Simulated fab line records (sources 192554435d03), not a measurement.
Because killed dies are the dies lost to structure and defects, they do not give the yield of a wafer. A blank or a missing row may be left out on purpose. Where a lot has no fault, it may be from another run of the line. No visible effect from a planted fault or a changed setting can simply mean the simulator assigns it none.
Problem report, 8D (eight disciplines) form, completed by code    flow n5 finfet    the parts of the form that need people (team, actions taken, sign-off) are left out
Where a reading is given only as a bound, like >300, the bound stands for it, and a mean or a difference that rests on one is marked > or <: the true number lies beyond.

1. PROBLEM STATEMENT
Wafers without a fault read 263, standard deviation 71; raw defect count at N5_BEOL_M0_SAQP_INSPECT_42 reads a mean of 607 on 2 wafers belonging to 2 lots. Relative to the usual mean, that is a shift of +4.8 standard deviations.
The step: inspects for defects (brightfield).
The first sign was on wafer L650.6 at day 6 15:51, on defect inspect-02. The record holds 27 wafers of 9 lots with a number at this step. Rule for "out", or "out of limits": more than 4 standard deviations from the usual mean. All remaining wafers that have a number are taken as sound.

2. WHAT IT IS; WHAT IT IS NOT
question                     is                                    is not
which readings at this step  raw defect count                      -
which lots                   L650, L652                            L646, L649, L659, L662, L663, L664, L666
which wafers of those lots   L650.6, L652.6                        L650.2, L650.3, L652.2, L652.3
read on which gauges         defect inspect-01, defect inspect-02  -
when                         from day 6 15:51                      up to then (8 sound wafers); but 17 sound wafers of L652, L659, L662, L663, L664, L666 came after

3. WHAT RULES OUT EACH SUSPECT
Counting: any tool at a process step up to the reading remains a suspect provided it ran every lot that is out. Sound lots after the first of them don't rule it out here, since some wafers of a struck lot are sound.
- the gauge at N5_BEOL_M0_SAQP_INSPECT_42 is ruled out. 2 gauges (defect inspect-01, defect inspect-02) read the wafers that are out.
- rie si-03 at N5_BEOL_M0_SAQP_MANDREL_ETCH_103 (etches a-Si in HBr/Cl2, stops on SiCN, target depth 45 nm, bt time 10 s, time 27 s): kept. Ran every lot that is out, first one L650 (day 6 12:16); last sound lot up to then L649 (day 6 09:10).
- rie si-03, N5_BEOL_M0_SAQP_MANDREL_ETCH_103: wafers that are out in chamber 1, sound lot-mates in chambers 0, 2, 3.
After counting, what remains is rie si-03 at N5_BEOL_M0_SAQP_MANDREL_ETCH_103.

4. THE CAUSE (what the simulator had put in)
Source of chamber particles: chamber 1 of rie si-03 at N5_BEOL_M0_SAQP_MANDREL_ETCH_103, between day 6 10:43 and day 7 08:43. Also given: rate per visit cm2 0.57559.
Counting left only this tool.

5. SEQUENCE OF EFFECTS, ordered by route
Each row: a reading where the mean over the struck wafers with a number is more than 3 standard deviations away from the usual. Only readings for which the record gives a usual standard deviation are gone through. hours: the time from each lot's start at the first step in this table that gives one to its start at this step, as a median over the lots. sigmas: the change in usual standard deviations.
hours  step                        reading               usual   on struck wafers  change  sigmas
0      N5_BEOL_M0_SAQP_INSPECT_42  raw defect count      263     607               +344    +4.8
2      N5_BEOL_M0_CUTY_INSPECT_59  raw defect count      2.1     >300              >+298   +99 or more
162    N5_PASSIVATION_PROBE_49     defect limited yield  91.4 %  83.5              -8.0    -5.3
162    N5_PASSIVATION_PROBE_49     killed_at_M0_to_M3    34      131               +97     +8.1
162    N5_PASSIVATION_PROBE_49     killed dies           101     196               +94     +5.2
162    N5_PASSIVATION_PROBE_49     sort_bin_5_function   5.1 %   9.9               +4.8    +4.9
162    N5_PASSIVATION_PROBE_49     sort n pass           1079    984               -94     -5.6
162    N5_PASSIVATION_PROBE_49     sort yield pct        91.4 %  83.5              -8.0    -5.3
Process steps it contains:
- N5_PASSIVATION_PROBE_49
At these later measuring or inspecting steps, every struck wafer for which the step has a row has a number for every such reading, and none has moved that far: N5_BEOL_M0_CUTY_OVL_MEAS_58, N5_BEOL_M4_RC_MEAS_101.

6. HOW IT WOULD HAVE BEEN CAUGHT EARLIER
5 hours passed between the start of the fault at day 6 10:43 and the first reading out of limits at a measuring or inspecting step in this record, taken at day 6 15:51.
An alarm limit of 4 standard deviations would not have fired on the tool readings at N5_BEOL_M0_SAQP_MANDREL_ETCH_103 for which the record gives a usual standard deviation, since none of them was out on any struck wafer.
Lots out: 2; of these, L652 started N5_BEOL_M0_SAQP_MANDREL_ETCH_103 on rie si-03 after day 6 15:51. It would have been spared by a hold on the tool at that moment.
